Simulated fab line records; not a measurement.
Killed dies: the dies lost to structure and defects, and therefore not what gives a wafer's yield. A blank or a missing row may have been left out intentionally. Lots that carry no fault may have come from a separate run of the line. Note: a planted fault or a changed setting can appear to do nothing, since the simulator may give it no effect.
3 desks, one fault / flow n5 finfet / each desk has only its own numbers; what lay behind them comes last

== THE DEFECT DESK ==
What the inspections along the route counted, lot by lot: means of the sampled wafers that have a number. Any lot whose mean is over 4 standard deviations away from the usual mean is out of limits and marked OUT; that distance is given in the brackets.
Columns: A = raw defect count at N5_FIN_SAQP_INSPECT_40, usual 247; B = raw defect count at N5_FIN_CUT_INSPECT_10, usual 45
lot=L210; first seen here=day 2 02:38; A=345; B=49
lot=L221; first seen here=day 4 23:23; A=254; B=45
lot=L229; first seen here=day 6 20:17; A=297; B=53
lot=L231; first seen here=day 7 08:48; A=252; B=56
lot=L232; first seen here=day 7 15:47; A=194; B=43
lot=L233; first seen here=day 7 20:17; A=283; B=56
This desk's finding: nothing out of limits on any of the 6 lots.

== DESK OF THE TOOL OWNER: litho track-03 ==
The tool's own readings at N5_FIN_CUT_COAT_02 (resist thk 30 nm): means of the sampled wafers that have a number, for each lot that ran on this tool. Any lot whose mean is over 4 standard deviations away from the usual mean is out of limits and marked OUT; that distance is given in the brackets.
Columns: A = spin speed rpm at N5_FIN_CUT_COAT_02, usual 1500.0 rpm
lot=L210; first seen here=day 2 02:41; A=1498.8
lot=L229; first seen here=day 6 20:19; A=1614.9 (+99 or more) OUT
lot=L232; first seen here=day 7 15:49; A=1615.0 (+99 or more) OUT
This desk's verdict: out of limits on L229, L232, starting with L229 at day 6 20:19 (spin speed rpm at N5_FIN_CUT_COAT_02). L210: within limits.

== FROM THE METROLOGY DESK ==
Lot by lot, what the gauges showed, no matter which tool ran the lot: averages of those sampled wafers that carry a number. Any lot whose mean is over 4 standard deviations away from the usual mean is out of limits and marked OUT; that distance is given in the brackets. 7 of its 14 readings are shown, namely those furthest out on some lot.
Columns: A = cd nm at N5_FIN_SAQP_CD_MEAS_37, usual 8.06 nm; B = FIN_CUT_OVL at N5_FIN_CUT_OVL_MEAS_09, usual -0.4 nm; C = DIBL_P at N5_BEOL_M4_RC_MEAS_101, usual 36.7 mV/V; D = IOFF_P at N5_BEOL_M4_RC_MEAS_101, usual 0.22 nA/um; E = ION_P at N5_BEOL_M4_RC_MEAS_101, usual 462 uA/um; F = SS_P at N5_BEOL_M4_RC_MEAS_101, usual 73.5 mV/dec; G = VT_P at N5_BEOL_M4_RC_MEAS_101, usual -250 mV
lot=L210; first seen here=day 2 02:30; A=8.10; B=-0.2; C=35.2; D=0.22; E=463; F=73.4; G=-249
lot=L221; first seen here=day 4 23:16; A=7.85; B=-1.3; C=37.6; D=0.22; E=459; F=73.5; G=-251
lot=L229; first seen here=day 6 20:08; A=7.85; B=0.0; C=35.5; D=0.20; E=463; F=73.1; G=-251
lot=L231; first seen here=day 7 08:40; A=7.85; B=-0.4; C=36.2; D=0.23; E=463; F=72.6; G=-250
lot=L232; first seen here=day 7 15:39; A=8.10; B=-0.4; C=36.6; D=0.25; E=471; F=72.9; G=-246
lot=L233; first seen here=day 7 20:08; A=8.44; B=-0.2; C=39.3; D=0.26; E=469; F=73.6; G=-248
This desk's finding: nothing out of limits on any of the 6 lots.

== PUT TOGETHER ==
The tool owner's desk had the chance to raise an alarm at day 6 20:19 on L229, L232.
Nothing out of limits was seen by the defect desk.
At the metrology desk, nothing out of limits was observed.
The defect desk has L229, L232 on record, within its limits.
The metrology desk has L229, L232 on record, within its limits.
The lots listed all ran N5_FIN_CUT_COAT_02 on litho track-03.

== WHAT THE SIMULATOR PUT IN ==
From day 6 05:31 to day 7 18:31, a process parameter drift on litho track-03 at N5_FIN_CUT_COAT_02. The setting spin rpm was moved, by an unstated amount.
Struck lots among those shown: L229, L232.
Hours from the fault's start to each desk's first reading out of limits: the tool owner's desk, 15.
